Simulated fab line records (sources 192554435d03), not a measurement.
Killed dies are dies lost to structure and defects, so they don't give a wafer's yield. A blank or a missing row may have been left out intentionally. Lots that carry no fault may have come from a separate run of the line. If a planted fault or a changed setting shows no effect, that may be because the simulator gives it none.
fab line records -- flow n5Finfet
record: lots: 5, wafers: 15, lastDay: 18
route steps=1938 shown BEOL_M1@812 BEOL_M2@841 PASSIVATION@1936
lots that met no fault: from a run of the same line without faults
startH: the number of hours between the record's first day and the start of the first shown wafer of the lot -- waitH: time in hours since the lot's previous step -- " the same as in the row above -- L1.1+2: a row that stands for several wafers -- - either no value or no given start -- * or withheld: withheld -- < > ~ a bound
route shown NAME@n: a module of which the file shows steps, and the number in the route of the first -- usual: mean/standard deviation of fault-free wafers -- same: alike in all rows -- chamber/n: place in a boat -- sites: the reading at each site -- _std_site: standard deviation across them -- _edge_site: mean of outer sites minus mean of inner sites -- radiusMm: for every site, how far away it sits from the centre of the wafer -- mask NAME#n: copy n -- behind: the last tool/chamber to shape the wafer -- hold: what put the lot on hold/how long, in hours/how the hold closed -- device: whichever transistor did not switch (one of n, p or np) -- end of line: the route-end tests of the same wafers -- step lacking rows: just its recipe -- killed: count of dies lost to structure and defects at first sort (not the wafer's yield) -- map: the dies of a wafer, with x for killed, . for not killed, _ for no die there
set.NAME: setting as actually run; set.NAME@STEP: the setting as run at that earlier step -- model.NAME: the simulator's own value behind a step, which no gauge read
lots seen at some steps along the route; tables by step, rows by wafer
services: when a tool's chamber went out of use (startH, in hours from the record's first day, below 0 if earlier), for how many hours, and the reason
== steps ==
step: N5_BEOL_M1_SURFACE_TREAT_85
recipe: gas: Ar, timeS: *, ionEnergyEv: *, ionCurrentMaCm2: 0.5, pressureMtorr: *, arFlowSccm: 30
step: N5_BEOL_M1_CVD_47
recipe: material: Co, targetThkA: 30, tempC: withheld, precursor: CCTBA/H2, pressureTorr: 30, timeS: 223.8
step: N5_BEOL_M1_SPUTTER_48
recipe: material: Cu, targetThkA: 45, tempC: -20, chamberPressurePa: 0.07, powerW: withheld, timeS: 8.29
step: N5_BEOL_M1_ANNEAL_49
recipe: tempC: 400, timeS: 240, ambient: vacuum
step: N5_BEOL_M1_SPUTTER_79
recipe: material: Cu, targetThkA: 45, tempC: -20, chamberPressurePa: 0.07, powerW: withheld, timeS: 8.29
step: N5_BEOL_M1_ANNEAL_80
recipe: tempC: 400, timeS: 240, ambient: vacuum
step: N5_BEOL_M1_SPUTTER_81
recipe: material: Cu, targetThkA: 45, tempC: -20, chamberPressurePa: 0.07, powerW: withheld, timeS: 8.29
step: N5_BEOL_M1_ANNEAL_82
recipe: tempC: 400, timeS: 240, ambient: vacuum
step: N5_BEOL_M1_SPUTTER_86
recipe: material: Cu, targetThkA: 45, tempC: -20, chamberPressurePa: 0.07, powerW: withheld, timeS: 8.29
step: N5_BEOL_M1_ANNEAL_87
recipe: tempC: 400, timeS: 240, ambient: vacuum
step: N5_BEOL_M1_SPUTTER_88
recipe: material: Cu, targetThkA: 45, tempC: -20, chamberPressurePa: 0.07, powerW: withheld, timeS: 8.29
usual: chuckGasFlowSccm: 1.26/0.05, substrateTempC: -20.01/0.1, throttleValvePct: 30.1/1.4
lot.wafer,tool,chamber,startH,waitH,chuckGasFlowSccm,substrateTempC,throttleValvePct
L652.1,pvdSputter-01,-,149.86,0.1,1.25,-19.94,29.5
L652.4,pvdSputter-01,-,149.86,0.1,1.27,-20.11,30.5
L652.6,pvdSputter-01,-,149.86,0.1,1.34,-19.94,31.3
L657.1,pvdSputter-02,-,179.65,0.1,1.30,-19.87,28.4
L657.3,pvdSputter-02,-,179.65,0.1,1.25,-20.10,31.2
L657.5,pvdSputter-02,-,179.65,0.1,1.24,-20.10,28.2
L664.3,pvdSputter-01,-,212.91,2.0,1.24,-20.01,30.6
L664.4,pvdSputter-01,-,212.91,2.0,1.27,-19.97,33.3
L664.6,pvdSputter-01,-,212.91,2.0,1.31,-19.90,30.4
L666.2,pvdSputter-02,-,224.09,0.1,1.29,-20.13,29.9
L666.3,pvdSputter-02,-,224.09,0.1,1.33,-20.01,30.1
L666.5,pvdSputter-02,-,224.09,0.1,1.25,-19.94,31.0
L668.1,pvdSputter-01,-,234.43,0.1,1.25,-20.00,30.3
L668.4,pvdSputter-01,-,234.43,0.1,1.28,-19.91,29.7
L668.6,pvdSputter-01,-,234.43,0.1,1.20,-20.11,30.3
step: N5_BEOL_M1_ANNEAL_89
recipe: tempC: 400, timeS: 240, ambient: vacuum
step: N5_BEOL_M1_SPUTTER_90
recipe: material: Cu, targetThkA: 45, tempC: -20, chamberPressurePa: 0.07, powerW: withheld, timeS: 8.29
usual: chuckGasFlowSccm: 1.26/0.057, substrateTempC: -19.99/0.1, throttleValvePct: 30.1/1.4
lot.wafer,tool,chamber,startH,waitH,chuckGasFlowSccm,substrateTempC,throttleValvePct
L652.1,pvdSputter-01,-,150.08,0.1,1.30,-19.86,29.4
L652.4,pvdSputter-01,-,150.08,0.1,1.29,-20.00,30.3
L652.6,pvdSputter-01,-,150.08,0.1,1.17,-19.99,31.1
L657.1,pvdSputter-02,-,179.87,0.1,1.22,-20.21,28.1
L657.3,pvdSputter-02,-,179.87,0.1,1.29,-19.87,31.2
L657.5,pvdSputter-02,-,179.87,0.1,1.20,-20.01,28.0
L664.3,pvdSputter-01,-,213.13,0.1,1.25,-20.10,30.4
L664.4,pvdSputter-01,-,213.13,0.1,1.31,-20.01,33.1
L664.6,pvdSputter-01,-,213.13,0.1,1.21,-20.19,30.6
L666.2,pvdSputter-02,-,224.31,0.1,1.25,-20.12,29.9
L666.3,pvdSputter-02,-,224.31,0.1,1.29,-19.90,30.0
L666.5,pvdSputter-02,-,224.31,0.1,1.24,-19.98,31.3
L668.1,pvdSputter-01,-,234.65,0.1,1.28,-20.04,30.4
L668.4,pvdSputter-01,-,234.65,0.1,1.23,-19.97,29.4
L668.6,pvdSputter-01,-,234.65,0.1,1.33,-20.20,30.6
step: N5_BEOL_M1_ANNEAL_91
recipe: tempC: 400, timeS: 240, ambient: vacuum
step: N5_BEOL_M1_SPUTTER_92
recipe: material: Cu, targetThkA: 45, tempC: -20, chamberPressurePa: 0.07, powerW: withheld, timeS: 8.29
step: N5_BEOL_M1_ANNEAL_93
recipe: tempC: 400, timeS: 240, ambient: vacuum
step: N5_BEOL_M1_SPUTTER_94
recipe: material: Cu, targetThkA: 45, tempC: -20, chamberPressurePa: 0.07, powerW: withheld, timeS: 8.29
step: N5_BEOL_M1_ANNEAL_95
recipe: tempC: 400, timeS: 240, ambient: vacuum
step: N5_BEOL_M1_SPUTTER_96
recipe: material: Cu, targetThkA: 45, tempC: -20, chamberPressurePa: 0.07, powerW: withheld, timeS: 8.29
step: N5_BEOL_M1_ECD_50
recipe: material: Cu, targetThkA: 3000
step: N5_BEOL_M1_ANNEAL_51
recipe: tempC: 225, timeS: 90, ambient: N2
step: N5_BEOL_M1_CMP_52
recipe: stopOn: SiOC, tOverpolishS: 6.8, downForcePsi: 1, platenRpm: 50, clearingPlatenDownForcePsi: 1.5, clearingPlatenRpm: 50, postCmpClean: cuAlkaline, targetThkNm: 40, clearingPlatenPadVelocityMS: 0.99484, padVelocityMS: 0.99484
step: N5_BEOL_M1_PRE_CLEAN_60
recipe: gas: NH3/H2, timeS: 15, tempC: *, rfPowerW: 300
usual: heaterPowerW: 94/22
lot.wafer,tool,chamber,startH,waitH,heaterPowerW
L652.1,cvdCo-01,0,151.57,0.0,96
L652.4,cvdCo-01,2,151.57,0.0,59
L652.6,cvdCo-01,0,151.57,0.0,98
L657.1,cvdCo-01,0,181.36,0.0,95
L657.3,cvdCo-01,1,181.36,0.0,126
L657.5,cvdCo-01,1,181.36,0.0,127
L664.3,cvdCo-01,1,214.97,0.0,126
L664.4,cvdCo-01,0,214.97,0.0,96
L664.6,cvdCo-01,1,214.97,0.0,126
L666.2,cvdCo-02,2,225.95,0.0,80
L666.3,cvdCo-02,1,225.95,0.0,83
L666.5,cvdCo-02,0,225.95,0.0,101
L668.1,cvdCo-01,0,236.13,0.0,95
L668.4,cvdCo-01,0,236.13,0.0,97
L668.6,cvdCo-01,1,236.13,0.0,123
step: N5_BEOL_M1_CO_CAP_55
recipe: material: Co, targetThkA: 20, tempC: 200, precursor: CCTBA/H2, pressureTorr: 30, timeS: 102.1
step: N5_BEOL_M1_PRE_CLEAN_56
recipe: gas: NH3, timeS: 15, tempC: withheld, rfPowerW: 300
step: N5_BEOL_M1_DEP_57
recipe: material: SiCN, targetThkA: 80, tempC: withheld, precursor: 3MS/NH3, pressureTorr: 3, rfW: 202, timeS: 14
usual: showerheadPlenumPTorr: 3.666/0.013, showerheadVppV: 886/32, throttleValvePct: 9.1/0.64
lot.wafer,tool,chamber,startH,waitH,showerheadPlenumPTorr,showerheadVppV,throttleValvePct
L652.1,pecvd-03,0,151.72,0.0,3.675,877,10.3
L652.4,pecvd-03,2,151.72,0.0,3.666,903,8.2
L652.6,pecvd-03,0,151.72,0.0,3.686,887,10.5
L657.1,pecvd-03,0,181.57,0.0,3.671,876,10.2
L657.3,pecvd-03,1,181.57,0.0,3.665,940,10.1
L657.5,pecvd-03,2,181.57,0.0,3.669,899,8.7
L664.3,pecvd-01,1,215.16,0.0,3.656,893,8.2
L664.4,pecvd-01,0,215.16,0.0,3.668,842,8.8
L664.6,pecvd-01,0,215.16,0.0,3.673,850,8.8
L666.2,pecvd-01,1,226.12,0.0,3.656,897,8.4
L666.3,pecvd-01,1,226.12,0.0,3.655,889,8.2
L666.5,pecvd-01,0,226.12,0.0,3.678,830,8.8
L668.1,pecvd-04,2,236.29,0.0,3.626,859,8.7
L668.4,pecvd-04,0,236.29,0.0,3.670,845,9.0
L668.6,pecvd-04,1,236.29,0.0,3.676,921,9.4
step: N5_BEOL_M1_RS_MEAS_58
recipe: thkMeasGauge: four-point-probe, reads: Co_of_BEOL_M1_CO_CAP_55+Cu_of_BEOL_M1_ECD_50+Co_of_BEOL_M1_CVD_47+TaN_of_BEOL_M1_ALD_84
usual: M1_RS: 0.67/0.034
lot.wafer,tool,chamber,startH,waitH,M1_RS[ohm/sq]
L652.1,filmMetro-02,-,151.79,0.0,0.70
L652.4,filmMetro-02,-,151.79,0.0,0.61
L652.6,filmMetro-02,-,151.79,0.0,0.66
L657.1,filmMetro-02,-,181.64,0.0,0.69
L657.3,filmMetro-02,-,181.64,0.0,0.69
L657.5,filmMetro-02,-,181.64,0.0,0.65
L664.3,filmMetro-01,-,215.23,0.1,0.68
L664.4,filmMetro-01,-,215.23,0.1,0.68
L664.6,filmMetro-01,-,215.23,0.1,0.67
L666.2,filmMetro-02,-,226.20,0.1,0.68
L666.3,filmMetro-02,-,226.20,0.1,0.73
L666.5,filmMetro-02,-,226.20,0.1,0.72
L668.1,filmMetro-02,-,236.35,0.0,0.67
L668.4,filmMetro-02,-,236.35,0.0,0.64
L668.6,filmMetro-02,-,236.35,0.0,0.64
step: N5_BEOL_M2_ILD_DEP_00
recipe: material: SiOC, targetThkA: 790, tempC: 350, precursor: DEMS/O2, pressureTorr: 5, rfW: 500, timeS: 15.3
step: N5_BEOL_M2_THK_MEAS_01
recipe: reads: SiOC_of_BEOL_M2_ILD_DEP_00
usual: M2_ILD_THK: 78.9/0.99
lot.wafer,tool,chamber,startH,waitH,M2_ILD_THK[nm]
L652.1,filmMetro-02,-,151.92,0.0,78.0
L652.4,filmMetro-02,-,151.92,0.0,78.6
L652.6,filmMetro-02,-,151.92,0.0,78.9
L657.1,filmMetro-02,-,181.77,0.0,78.7
L657.3,filmMetro-02,-,181.77,0.0,77.8
L657.5,filmMetro-02,-,181.77,0.0,80.2
L664.3,filmMetro-01,-,215.36,0.1,78.8
L664.4,filmMetro-01,-,215.36,0.1,79.2
L664.6,filmMetro-01,-,215.36,0.1,80.5
L666.2,filmMetro-02,-,226.35,0.1,77.5
L666.3,filmMetro-02,-,226.35,0.1,79.0
L666.5,filmMetro-02,-,226.35,0.1,78.6
L668.1,filmMetro-02,-,236.48,0.0,78.9
L668.4,filmMetro-02,-,236.48,0.0,80.4
L668.6,filmMetro-02,-,236.48,0.0,81.4
step: N5_BEOL_M2_PECVD_72
recipe: material: SiO2, targetThkA: 160, tempC: 400, precursor: TEOS/O2, pressureTorr: 5.5, rfW: 450, teosFlowSccm: 53.8, gas: O2, flowSccm: 3000, timeS: 18
usual: heaterPowerW: 681/59, showerheadPlenumPTorr: 8.77/0.068, showerheadVppV: 1311/41, throttleValvePct: 22.3/1.2
lot.wafer,tool,chamber,startH,waitH,heaterPowerW,showerheadPlenumPTorr,showerheadVppV,throttleValvePct
L652.1,pecvd-02,2,151.96,0.0,722,8.67,1290,21.4
L652.4,pecvd-02,1,151.96,0.0,682,8.74,1289,24.2
L652.6,pecvd-02,2,151.96,0.0,715,8.69,1305,21.4
L657.1,pecvd-01,1,181.80,0.0,703,8.75,1339,21.1
L657.3,pecvd-01,2,181.80,0.0,663,8.84,1357,23.8
L657.5,pecvd-01,1,181.80,0.0,692,8.77,1340,20.5
L664.3,pecvd-01,1,215.41,0.1,678,8.75,1360,21.1
L664.4,pecvd-01,0,215.41,0.1,696,8.85,1258,21.8
L664.6,pecvd-01,0,215.41,0.1,689,8.84,1259,21.5
L666.2,pecvd-02,2,226.38,0.0,671,8.66,1279,21.7
L666.3,pecvd-02,1,226.38,0.0,665,8.70,1287,24.3
L666.5,pecvd-02,1,226.38,0.0,685,8.71,1281,24.2
L668.1,pecvd-04,0,236.52,0.0,728,8.76,1279,22.6
L668.4,pecvd-04,2,236.52,0.0,759,8.64,1291,21.2
L668.6,pecvd-04,0,236.52,0.0,723,8.79,1270,22.7
step: N5_BEOL_M2_HM_DEP_02
recipe: material: TiN, targetThkA: 200, tempC: 25, chamberPressurePa: 0.49996
usual: substrateTempC: 25.01/0.091, throttleValvePct: 30.1/1.5
lot.wafer,tool,chamber,startH,waitH,substrateTempC,throttleValvePct
L652.1,pvdSputter-01,-,154.01,2.0,25.16,31.3
L652.4,pvdSputter-01,-,154.01,2.0,25.05,33.2
L652.6,pvdSputter-01,-,154.01,2.0,25.10,29.5
L657.1,pvdSputter-01,-,182.56,0.7,24.89,30.5
L657.3,pvdSputter-01,-,182.56,0.7,24.90,29.4
L657.5,pvdSputter-01,-,182.56,0.7,24.92,31.1
L664.3,pvdSputter-03,-,217.05,1.6,25.15,29.9
L664.4,pvdSputter-03,-,217.05,1.6,24.95,28.4
L664.6,pvdSputter-03,-,217.05,1.6,25.24,28.1
L666.2,pvdSputter-01,-,227.86,1.5,25.14,29.3
L666.3,pvdSputter-01,-,227.86,1.5,25.00,33.4
L666.5,pvdSputter-01,-,227.86,1.5,25.09,33.5
L668.1,pvdSputter-03,-,236.60,0.1,24.84,29.9
L668.4,pvdSputter-03,-,236.60,0.1,24.98,30.7
L668.6,pvdSputter-03,-,236.60,0.1,24.96,28.5
step: N5_BEOL_M2_COAT_61
recipe: resist: SOC, tempC: 250, timeS: 60, spinRpm: 1500, resistThkNm: 60
step: N5_BEOL_M2_COAT_62
recipe: resist: SiARC, tempC: 220, timeS: 60, spinRpm: 1500, resistThkNm: 12
step: N5_BEOL_M2_COAT_73
recipe: resist: underlayer, tempC: 205, timeS: 60, spinRpm: 1500, resistThkNm: 5
step: N5_BEOL_M2_COAT_05
recipe: resist: CAR-EUV, spinRpm: 1500, resistThkNm: 30
step: N5_BEOL_M2_EBR_07
recipe: solvent: PGMEA, ebrWidthMm: 1.5
step: N5_BEOL_M2_SOFTBAKE_06
recipe: tempC: 110, timeS: 60, resist: CAR-EUV
step: N5_BEOL_M2_EXPOSE_08
recipe: maskId: M2, na: 0.33, sourceShape: dipole, sigmaInner: 0.369, sigmaOuter: 0.767, polarization: unpolarized, doseMj: 41.25
step: N5_BEOL_M2_PEB_09
recipe: pebTempC: 100, pebTimeS: 60, resist: CAR-EUV
step: N5_BEOL_M2_DEVELOP_10
recipe: developTimeS: 30, developer: TMAH, resist: CAR-EUV, rinseLiquid: surfactantRinse, dry: airSpin, devTempC: 23
step: N5_PASSIVATION_PROBE_49
usual: defectLimitedYield: 91.0/1.4, killed_at_M0_to_M3: 33/11, killed_at_M4_up: 14/5, killedAtContacts: 11/7.3, killedAtFrontEnd: 43/12, killedAtOther: 4/3.1, killedDies: 106/17, killedOnRim: 14/3.8, killedOpen: 69/13, killedShort: 34/8.7, sort_bin_5_function: 5.2/0.96, sort_bin_6_memory: 3.3/0.66, sort_bin_8_speed: 0.00/0.012, sortNPass: 1074/17, sortYieldPct: 91.0/1.4
same: grossDies: 1180, killedAtBackSide: 0, sort_bin_4_leakage[%]: 0
lot.wafer,tool,chamber,startH,waitH,defectLimitedYield[%],killed_at_M0_to_M3,killed_at_M4_up,killedAtContacts,killedAtFrontEnd,killedAtOther,killedDies,killedOnRim,killedOpen,killedShort,sort_bin_5_function[%],sort_bin_6_memory[%],sort_bin_8_speed[%],sortNPass,sortYieldPct[%]
L652.1,prober-01,-,321.53,0.0,92.9,32,16,8,22,6,84,7,67,17,3.9,3.1,0,1096,92.9
L652.4,prober-01,-,321.68,0.2,90.8,57,13,7,29,3,109,14,67,42,4.8,4.2,0,1071,90.8
L652.6,prober-01,-,321.78,0.3,91.6,38,13,11,32,5,99,12,79,19,5.4,2.8,0,1081,91.6
L664.3,prober-02,-,407.23,0.1,90.8,30,17,13,42,6,108,12,80,28,5.2,3.5,0,1072,90.8
L664.4,prober-02,-,407.28,0.2,88.5,30,25,31,46,4,136,20,99,36,6.0,4.8,0,1044,88.5
L664.6,prober-02,-,407.38,0.3,88.0,28,11,41,61,1,142,16,94,45,7.0,4.6,0,1038,88.0
L668.4,prober-01,-,425.09,0.2,85.3,118,6,16,32,2,174,29,52,21,8.5,3.1,0,1006,85.3
killed by level:class
L652.1 BEOL_M4:geometricParticle:open=9 BEOL_M0_SAQP:geometricParticle:open=7 BEOL_M3:geometricParticle:open=7 BEOL_M1:geometricParticle:open=7 DUMMY_GATE:geometricParticle:open=6 MOL_CONTACT_COAG:geometricParticle:open=6 STI_FIN_REVEAL:geometricParticle:open=5 BEOL_M0:geometricParticle:open=5
L652.4 BEOL_M0_SAQP:geometricParticle:short=14 BEOL_M0_SAQP:geometricParticle:open=10 BEOL_M2:geometricParticle:open=9 BEOL_M4:geometricParticle:open=7 MOL_CONTACT_COAG:geometricParticle:open=6 BEOL_M1:geometricParticle:open=6 BEOL_M3:geometricParticle:open=6 FIN_SAQP:geometricParticle:short=4
L652.6 MOL_CONTACT_COAG:geometricParticle:open=11 BEOL_M3:geometricParticle:open=11 BEOL_M0_SAQP:geometricParticle:open=9 DUMMY_GATE:geometricParticle:open=7 BEOL_M2:geometricParticle:open=7 FIN_SAQP:geometricParticle:open=4 GATE_CUT:geometricParticle:short=4 GATE_CUT:geometricParticle:open=4
L664.3 FIN_SAQP:geometricParticle:open=15 BEOL_M0_SAQP:geometricParticle:short=12 BEOL_M4:geometricParticle:open=11 STI_FIN_REVEAL:geometricParticle:open=10 MOL_CONTACT_COAG:geometricParticle:open=10 BEOL_M1:geometricParticle:open=6 BEOL_M2:geometricParticle:open=5 FIN_SAQP:geometricParticle:short=4
L664.4 MOL_CONTACT_COAG:geometricParticle:open=25 BEOL_M4:geometricParticle:open=17 STI_FIN_REVEAL:geometricParticle:open=15 BEOL_M0_SAQP:geometricParticle:open=12 FIN_SAQP:geometricParticle:short=6 MOL_CONTACT_COAG:geometricParticle:short=6 FIN_SAQP:geometricParticle:open=5 BEOL_M5:geometricParticle:open=4
L664.6 MOL_CONTACT_COAG:geometricParticle:open=33 STI_FIN_REVEAL:geometricParticle:open=18 FIN_SAQP:geometricParticle:short=12 BEOL_M0_SAQP:geometricParticle:short=9 FIN_SAQP:geometricParticle:open=8 MOL_CONTACT_COAG:geometricParticle:short=8 BEOL_M0_SAQP:geometricParticle:open=7 DUMMY_GATE:geometricParticle:open=6
L668.4 BEOL_M1:unspecified=101 MOL_CONTACT_COAG:geometricParticle:open=14 FIN_SAQP:geometricParticle:short=7 BEOL_M2:geometricParticle:open=7 FIN_SAQP:geometricParticle:open=6 STI_FIN_REVEAL:geometricParticle:open=6 GATE_CUT:geometricParticle:open=3 BEOL_M0_SAQP:geometricParticle:open=3
map L668.4 (x killed, . not)
_________________..xx........________________
______________......x......x...._____________
___________........................__________
__________.........................._________
________.................x....x......._______
_______..x....x....................x.x.______
______.x....................x..........._____
_____x...........x......................x____
____...........x..xx..x.......x...........___
___xxxx.....................x.....x........__
___xxx.x...x...............x.x............x__
__xxxxxx........................x..........._
__xxxxxxx.......x..........................._
_xxxxxxxx.....x..x...........................
_xxxxxxxxxx...x.......x....x..........x......
_xxxxxxxxx....x...x..........................
_xxxxxxxxxxx..x....................x.........
_xxxxxxxxxx......................x...........
_xxxxxxxxxx..................................
_xxxxxxxxx.x..x....................x......x..
_xxxxxxx....x..................x.............
__xxx..x.x.......x...x......................_
__x.xxx............................x........_
___........................................__
___......x..x.....x.............x..........__
____x...x................x.............x..___
_____....x................x......x.......____
______.........................x........_____
_______.........x......................______
________....x....x........x.......x.x._______
__________.....................x...._________
___________.x...........x..........__________
______________.x................_____________
_________________............________________
map L664.6 (x killed, . not)
_________________............________________
______________......x.x.x.....x._____________
___________.................x......__________
__________x.............x..........._________
________....x...x.................x..._______
_______.........x....x..x..x.......x...______
______x....x...x..x...x.x............x.._____
_____...................x..x.....x.......____
____...x.......x........x.................___
___.......................x....x.....x.....__
___........xx..............................__
__.........x....x....x..........x..........._
__...............x...x..x.....x.....x......._
_....................................xxx.....
_...........x..x..xx...x......x.....xx...x...
_.x...........x....................x.........
_..x..x.....x.....x..x.......x.x...x........x
_......x.......x....x........x......x........
_.......xx...x.....x.............x..........x
_.........xxx...x..........x.x......x........
_......x........x............................
__xx..................x....x............x..._
__.................x..............x...x.x..._
___.x....xx.......x....x.........x......x..__
___..x...x...x...........x........x........__
____...x................x..........x..x...___
_____x........x...x.......xx.....x.......____
______......x.........x..x.............._____
_______.x........x.........x...........______
________x....x......x......x.........x_______
__________......x....x...x....x....._________
___________.x.....xx......x........__________
______________x...........x....._____________
_________________x..x..x..x..________________
== services ==
tool,chamber,startH,hours,kind
cvdCo-01,-,133.06,2.0,repair
pecvd-03,2,142.11,7.6,repair
cvdCo-02,1,149.02,8.5,repair
pecvd-03,-,154.55,6.0,pm
pecvd-01,0,157.27,29.6,repair
cvdCo-02,-,159.69,17.8,repair
pecvd-01,1,162.53,5.0,scheduledDown
pecvd-04,2,168.05,5.5,scheduledDown
cvdCo-01,-,176.06,0.8,repair
pecvd-04,1,177.63,6.5,repair
pecvd-01,-,180.22,1.5,repair
pecvd-03,0,192.22,5.5,scheduledDown
pecvd-01,2,202.38,-,clean
pecvd-01,2,202.38,-,consumableReplace:showerhead
pecvd-01,2,202.38,29.0,scheduledDown
pecvd-01,2,202.38,29.0,ventCycle
cvdCo-02,1,205.50,7.8,repair
pecvd-02,-,223.37,1.4,repair
pecvd-02,0,226.94,5.0,scheduledDown
== key ==
firstSign: step: N5_PASSIVATION_PROBE_49, reading: killed_at_M0_to_M3, direction: up, sigmas: 7.9, usual: 33, struck: 118
effect: step: N5_PASSIVATION_PROBE_49, reading: defectLimitedYield, direction: down, sigmas: 4, usual: 91.0, struck: 85.3
moreKillsBornAt: N5_BEOL_M1_SPUTTER_90@pvdSputter-01: 101
metAt N5_BEOL_M1_SPUTTER_90
struckWafers L668.4
onsetBetween 150.08 234.65
fault: kind: chamberParticleSource, tool: pvdSputter-01, chamber: -, onsetH: 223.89, steps: N5_BEOL_M1_SPUTTER_90, ratePerVisitCm2: 2.1942, endH: 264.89, scope: struckWafersOnly
